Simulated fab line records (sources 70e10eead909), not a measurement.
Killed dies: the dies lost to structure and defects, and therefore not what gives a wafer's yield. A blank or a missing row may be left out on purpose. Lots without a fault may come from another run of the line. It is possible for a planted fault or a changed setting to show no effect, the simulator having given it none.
Matching of chambers | flow nandHarc | pecvd-04 running NHARC_A_SLIT_DEP_25: 3 sister chambers
The step deposits SiO2, target thk 200 nm. 3 wafers are shown with their chamber, then 10 later ones without.

EACH WAFER AND ITS CHAMBER
wafer  | chamber | showerheadVppV (V)
L091.3 | 2       | 2024
L089.3 | 1       | 1835
L089.4 | 0       | 1871

WAFERS WITH NO CHAMBER GIVEN
wafer  | showerheadVppV (V)
L089.6 | 2004
L092.1 | 1884
L092.4 | 1876
L092.5 | 1821
L093.4 | 1894
L093.5 | 2018
L093.6 | 1818
L096.4 | 1882
L096.5 | 1852
L096.6 | 2020

WHICH CHAMBER EACH ONE RAN IN
wafer  | from the rows above     | in truth
L089.6 | 2                       | 2
L092.1 | 0                       | 0
L092.4 | 0                       | 0
L092.5 | 1                       | 1
L093.4 | 0                       | 0
L093.5 | 2                       | 2
L093.6 | 1                       | 1
L096.4 | 0                       | 0
L096.5 | can't be placed: 1 or 0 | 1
L096.6 | 2                       | 2
Placed correctly: 9 of 10. Unplaceable from these rows: 1, with the true chamber sitting among the candidates in 1. Wrongly placed: 0.
How it was worked out, from the rows above alone: a wafer's distance from a chamber is the root of the sum, over the readings, of the square of ((its reading less the chamber's mean) divided by the reading's scatter). If the next closest chamber is less than 2 further off than the closest, the wafer can't be placed; otherwise it belongs to the closest. For every chamber, the mean is computed from those of its wafers that are shown. The scatter: root of mean squared gap, hidden wafer to nearest shown wafer, with one shown wafer a chamber.
